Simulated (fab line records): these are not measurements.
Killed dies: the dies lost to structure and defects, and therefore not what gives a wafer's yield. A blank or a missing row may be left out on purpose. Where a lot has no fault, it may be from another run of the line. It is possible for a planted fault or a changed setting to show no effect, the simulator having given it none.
fab line records	flow n5Finfet
record: lots: 4	wafers: 12	lastDay: 17
route steps=1938 shown BEOL_M6@1257 BEOL_M7@1263 PASSIVATION@1936
lots with no fault: from the same line, run without faults
startH: the number of hours between the record's first day and the start of the first shown wafer of the lot	waitH: hours elapsed since this lot's preceding step	" the same as in the row above	L1.1+2: a single row standing in for several wafers	- either no value or no given start	* or withheld: withheld	< > ~ a bound
route shown NAME@n: names a module that has steps shown in the file, with the first one's number in the route	usual: mean/standard deviation taken from wafers without a fault	same: alike in all rows	chamber/n: place in a boat	sites: readings site by site	_std_site: their standard deviation	_edge_site: outer sites' mean less inner sites'	radiusMm: how far each site lies from the wafer's centre	mask NAME#n: copy n	behind: the tool/chamber that last shaped the wafer	hold: cause of the lot's hold/its duration in hours/its outcome	device: the transistor (n, p or np) that didn't switch	end of line: at the end of the route, the tests of the same wafers	for a step that has no rows: nothing shown but its recipe	killed: at the first sort, the dies lost to defects and structure; wafer yield is something else	map: shows each die of a wafer: x if killed, . if not, _ if none is there
set.NAME: setting as actually run; set.NAME@STEP: the setting as run at that earlier step	model.NAME: the simulator's own value behind a step, which no gauge read
lots seen at some steps along the route; tables by step, rows by wafer
services: the hour from which a tool's chamber was out of use, counted from the record's first day as startH (under 0 if before that day), plus the number of hours and why
== steps ==
step: N5_BEOL_M6_CMP_52
recipe: stopOn: SiCOH_lowk	tOverpolishS: 6.9	downForcePsi: 1	platenRpm: 50	clearingPlatenDownForcePsi: 1.5	clearingPlatenRpm: 50	postCmpClean: cuAlkaline	targetThkNm: 80	clearingPlatenPadVelocityMS: 0.99484	padVelocityMS: 0.99484
step: N5_BEOL_M6_PRE_CLEAN_55
recipe: gas: NH3	timeS: 15	tempC: withheld	rfPowerW: 300
step: N5_BEOL_M6_DEP_56
recipe: material: SiCN	targetThkA: 100	tempC: withheld	precursor: 3MS/NH3	pressureTorr: 3	rfW: 202	timeS: 17.5
step: N5_BEOL_M7_ILD_DEP_00
recipe: material: SiCOH_lowk	targetThkA: 1797.5	tempC: 300	precursor: DEMS/porogen	pressureTorr: 5	rfW: 500	timeS: 33.4
step: N5_BEOL_M7_CURE_74
recipe: tempC: 385	timeS: 240	ambient: He/Ar	material: SiCOH_lowk
step: N5_BEOL_M7_PECVD_70
recipe: material: SiO2	targetThkA: 200	tempC: 400	precursor: TEOS/O2	pressureTorr: 5.5	rfW: 450	teosFlowSccm: 53.8	gas: O2	flowSccm: 3000	timeS: 22.7
step: N5_BEOL_M7_HM_DEP_02
recipe: material: TiN	targetThkA: 200	tempC: 25	chamberPressurePa: 0.49996
step: N5_BEOL_M7_COAT_59
recipe: resist: SOC	tempC: 250	timeS: 60	spinRpm: 1500	resistThkNm: 100
step: N5_BEOL_M7_COAT_60
recipe: resist: SiARC	tempC: 220	timeS: 60	spinRpm: 1500	resistThkNm: 35
usual: resistLineTempC: 22.99/0.12	spinSpeedRpm: 1499.9/0.94
lot.wafer	tool	chamber	startH	waitH	resistLineTempC	spinSpeedRpm	model.SiARC_of_BEOL_M7_COAT_60.thkNm
L194.1	lithoTrack-04	0	256.64	-	23.13	1499.9	34.8
L194.2	"	0	"	"	22.90	1499.5	34.8
L194.4	"	0	"	"	23.04	1500.0	34.8
L200.1	lithoTrack-04	0	308.05	-	22.97	1359.5	36.6
L200.3	"	0	"	"	23.04	1359.7	36.8
L200.5	"	0	"	"	23.12	1360.2	36.6
L203.3	lithoTrack-04	0	326.37	-	23.20	1361.6	36.6
L203.5	"	0	"	"	23.20	1360.7	36.6
L203.6	"	0	"	"	23.18	1361.2	36.8
L205.1	lithoTrack-02	0	330.97	-	22.91	1499.8	35
L205.4	"	0	"	"	23.08	1500.3	34.8
L205.6	"	0	"	"	22.99	1500.2	35
step: N5_BEOL_M7_COAT_05
recipe: resist: CAR-ArF	spinRpm: 1500	resistThkNm: 90
step: N5_BEOL_M7_EBR_07
recipe: solvent: PGMEA	ebrWidthMm: 1.5
step: N5_BEOL_M7_SOFTBAKE_06
recipe: tempC: 110	timeS: 60	resist: CAR-ArF
step: N5_BEOL_M7_EXPOSE_08
recipe: maskId: M7	na: 1.35	sourceShape: dipole	sigmaInner: 0.817	sigmaOuter: 0.97	polarization: te	doseMj: 68.25
step: N5_BEOL_M7_PEB_09
recipe: pebTempC: withheld	pebTimeS: 60	resist: CAR-ArF
step: N5_BEOL_M7_DEVELOP_10
recipe: developTimeS: 30	developer: TMAH	resist: CAR-ArF	rinseLiquid: diw	dry: airSpin	devTempC: 23
step: N5_BEOL_M7_DESCUM_16
recipe: chemistry: O2	timeS: 7.9	sourcePowerW: 50	biasPowerW: 20	pressureMtorr: 20	rfFrequencyHz: 2.712e+07	tempC: 40	resist: CAR-ArF	o2FlowSccm: 225
step: N5_BEOL_M7_ETCH_61
recipe: chemistry: CF4	target: SiARC	targetDepthA: 455	maskMaterial: CAR-ArF	timeS: 75.8	ionEnergyEv: 80	pressureMtorr: 40	sourceW: 545	biasW: 36	Ar_flow_sccm: 100	cf4FlowSccm: 100	ends: cleared
usual: drypumpMotorCurrentA: 6.1/0.46	etchRfOnTimeS: 77.2/1.3	oesProductAu: 0.65/0.074	rfVppV: 183.8/1.5	showerheadPlenumPTorr: 2.12/0.1	throttleValvePct: 15.6/0.33
lot.wafer	tool	chamber	startH	waitH	drypumpMotorCurrentA	etchRfOnTimeS	oesProductAu	rfHoursCounterH	rfVppV	showerheadPlenumPTorr	throttleValvePct	model.etch.depthNm	model.CAR-ArF_of_BEOL_M7_COAT_05.thkNm
L194.1	rieDiel-01	2	257.14	0.0	5.4	75.5	0.65	127	183.2	2.15	15.6	34.82	51.6
L194.2	"	1	"	"	5.5	75.5	0.59	233	183.7	2.11	16.2	34.79	51.4
L194.4	"	3	"	"	6.3	76.5	0.58	246	184.5	2.11	15.8	34.88	51.2
L200.1	rieDiel-02	3	308.42	0.0	6.2	81.5	0.58	203	182.4	2.04	16.1	36.57	49
L200.3	"	0	"	"	6.8	80.4	0.75	42	185.5	2.26	15.1	36.81	49.2
L200.5	"	0	"	"	6.8	79.4	0.75	-	185.1	2.26	15.1	36.65	49
L203.3	rieDiel-06	1	326.78	0.0	6.0	80.1	0.64	159	180.5	1.97	15.5	36.67	50
L203.5	"	2	"	"	5.6	83.0	0.59	-	184.9	2.21	15.8	36.65	49.8
L203.6	"	1	"	"	6.0	80.2	0.65	-	182.3	1.97	15.5	36.72	49.4
L205.1	rieDiel-02	2	331.62	0.0	6.7	76.4	0.64	166	182.2	1.98	15.7	34.92	50.8
L205.4	"	2	"	"	6.6	75.6	0.64	-	180.3	1.98	15.7	34.85	51
L205.6	"	0	"	"	6.8	76.1	0.73	-	185.9	2.25	15.1	34.91	51
step: N5_BEOL_M7_ETCH_62
recipe: chemistry: N2/H2	target: SOC	targetDepthA: 1100	overetchA: 220	maskMaterial: SiARC	tempC: 40	timeS: 165	ionEnergyEv: 200	pressureMtorr: 30	sourceW: 840	biasW: 150	n2FlowSccm: 200	h2FlowSccm: 200
usual: drypumpMotorCurrentA: 6.1/0.46	oesProductAu: 0.65/0.07	rfVppV: 523/3.9	showerheadPlenumPTorr: 2.52/0.13	throttleValvePct: 17.9/0.33
lot.wafer	tool	chamber	startH	waitH	drypumpMotorCurrentA	oesProductAu	rfHoursCounterH	rfVppV	showerheadPlenumPTorr	throttleValvePct	model.SiARC_of_BEOL_M7_COAT_60.thkNm
L194.1	rieDiel-01	2	257.19	0.0	5.4	0.64	127	525	2.56	17.9	28.2
L194.2	"	1	"	"	5.5	0.58	233	523	2.51	18.3	28
L194.4	"	3	"	"	6.3	0.58	246	523	2.51	18.0	28.4
L200.1	rieDiel-02	3	308.47	0.0	6.2	0.59	203	522	2.42	18.4	30.2
L200.3	"	0	"	"	6.8	0.73	42	527	2.68	17.4	30.2
L200.5	"	0	"	"	6.8	0.74	-	526	2.68	17.4	30
L203.3	rieDiel-06	1	326.84	0.0	6.0	0.64	159	517	2.34	17.7	30
L203.5	"	2	"	"	5.6	0.60	-	526	2.62	18.0	30.4
L203.6	"	1	"	"	6.0	0.64	-	517	2.34	17.7	30
L205.1	rieDiel-02	2	331.67	0.0	6.6	0.63	166	520	2.34	18.0	28.2
L205.4	"	2	"	"	6.7	0.63	-	518	2.34	18.0	28.2
L205.6	"	0	"	"	6.7	0.73	-	528	2.68	17.4	28.4
step: N5_BEOL_M7_STRIP_68
recipe: chemistry: N2/H2	tempC: 40	n2FlowSccm: 200	h2FlowSccm: 200	rfFrequencyHz: 6e+07
step: N5_PASSIVATION_PROBE_49
usual: defectLimitedYield: 91.3/1.3	killed_at_M0_to_M3: 34/9.1	killed_at_M4_up: 14/5.6	killedAtContacts: 13/5.9	killedAtFrontEnd: 39/11	killedAtOther: 3.6/3	killedDies: 102/16	killedOpen: 68/12	killedShort: 33/7.3	sort_bin_5_function: 5.2/0.89	sort_bin_6_memory: 3.2/0.68	sort_bin_8_speed: 0.00/0.027	sortNPass: 1078/16	sortYieldPct: 91.3/1.3
same: grossDies: 1180	killedAtBackSide: 0	sort_bin_4_leakage[%]: 0
lot.wafer	tool	chamber	startH	waitH	defectLimitedYield[%]	killed_at_M0_to_M3	killed_at_M4_up	killedAtContacts	killedAtFrontEnd	killedAtOther	killedDies	killedOpen	killedShort	sort_bin_5_function[%]	sort_bin_6_memory[%]	sort_bin_8_speed[%]	sortNPass	sortYieldPct[%]
L194.1	prober-01	-	334.05	0.0	92.5	15	14	16	43	0	88	58	28	4.5	2.8	0	1092	92.5
L194.2	prober-01	-	334.10	0.1	91.0	41	14	12	38	1	106	61	45	6.4	2.5	0	1074	91.0
L194.4	prober-01	-	334.20	0.2	92.9	28	14	13	28	1	84	60	24	4.0	3.0	0	1096	92.9
killed by level:class
L194.1 MOL_CONTACT_COAG:geometricParticle:open=12 DUMMY_GATE:geometricParticle:open=10 STI_FIN_REVEAL:geometricParticle:open=9 GATE_CUT:geometricParticle:short=5 BEOL_M5:geometricParticle:open=5 DUMMY_GATE:geometricParticle:short=4 MOL_CONTACT_COAG:geometricParticle:short=4 BEOL_M0_SAQP:geometricParticle:open=4
L194.2 STI_FIN_REVEAL:geometricParticle:open=11 MOL_CONTACT_COAG:geometricParticle:open=11 BEOL_M0_SAQP:geometricParticle:short=10 BEOL_M4:geometricParticle:open=9 STI_FIN_REVEAL:geometricParticle:short=7 BEOL_M0_SAQP:geometricParticle:open=7 BEOL_M2:geometricParticle:open=6 GATE_CUT:geometricParticle:short=5
L194.4 BEOL_M2:geometricParticle:open=14 MOL_CONTACT_COAG:geometricParticle:open=12 BEOL_M4:geometricParticle:open=6 STI_FIN_REVEAL:geometricParticle:open=4 GATE_CUT:geometricParticle:short=4 BEOL_M1:geometricParticle:open=4 BEOL_M5:geometricParticle:open=4 FIN_SAQP:geometricParticle:short=3
== services ==
tool	chamber	startH	hours	kind
rieDiel-02	3	237.17	2.9	repair
rieDiel-06	3	274.05	-	clean
rieDiel-06	3	274.05	-	consumableReplace:focusRing
rieDiel-06	3	274.05	-	consumableReplace:showerhead
rieDiel-06	3	274.05	15.7	scheduledDown
rieDiel-06	3	274.05	15.7	ventCycle
rieDiel-01	3	276.59	-	clean
rieDiel-01	3	276.59	-	consumableReplace:focusRing
rieDiel-01	3	276.59	16.8	scheduledDown
rieDiel-01	3	276.59	16.8	ventCycle
rieDiel-01	1	305.06	-	clean
rieDiel-01	1	305.06	-	consumableReplace:focusRing
rieDiel-01	1	305.06	19.5	scheduledDown
rieDiel-01	1	305.06	19.5	ventCycle
lithoTrack-02	-	308.18	-	consumableReplace:filter
rieDiel-01	1	329.54	2.5	repair
== key ==
firstSign: step: N5_BEOL_M7_COAT_60	reading: spinSpeedRpm	direction: down	sigmas: 99+	usual: *	struck: *
effect: step: N5_BEOL_M7_ETCH_61	reading: etchRfOnTimeS	direction: up	sigmas: 2.7	usual: *	struck: *
modelEffect: step: N5_BEOL_M7_COAT_60	value: SiARC_of_BEOL_M7_COAT_60.thkNm	without: 34.97	struck: 36.67
modelEffect: step: N5_BEOL_M7_ETCH_61	value: etch.depthNm	without: 34.93	struck: 36.68
modelEffect: step: N5_BEOL_M7_ETCH_62	value: SiARC_of_BEOL_M7_COAT_60.thkNm	without: 28.33	struck: 30.13
metAt N5_BEOL_M7_COAT_60
struckWafers L200.1,L200.3,L200.5,L203.3,L203.5,L203.6
onsetBetween 256.64 308.05
fault: kind: processParameterDrift	tool: lithoTrack-04	chamber: -	onsetH: 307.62	steps: N5_BEOL_M7_COAT_60	channel: spinRpm	offset: *	shape: step	endH: 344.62	actsIn: *	stated: *
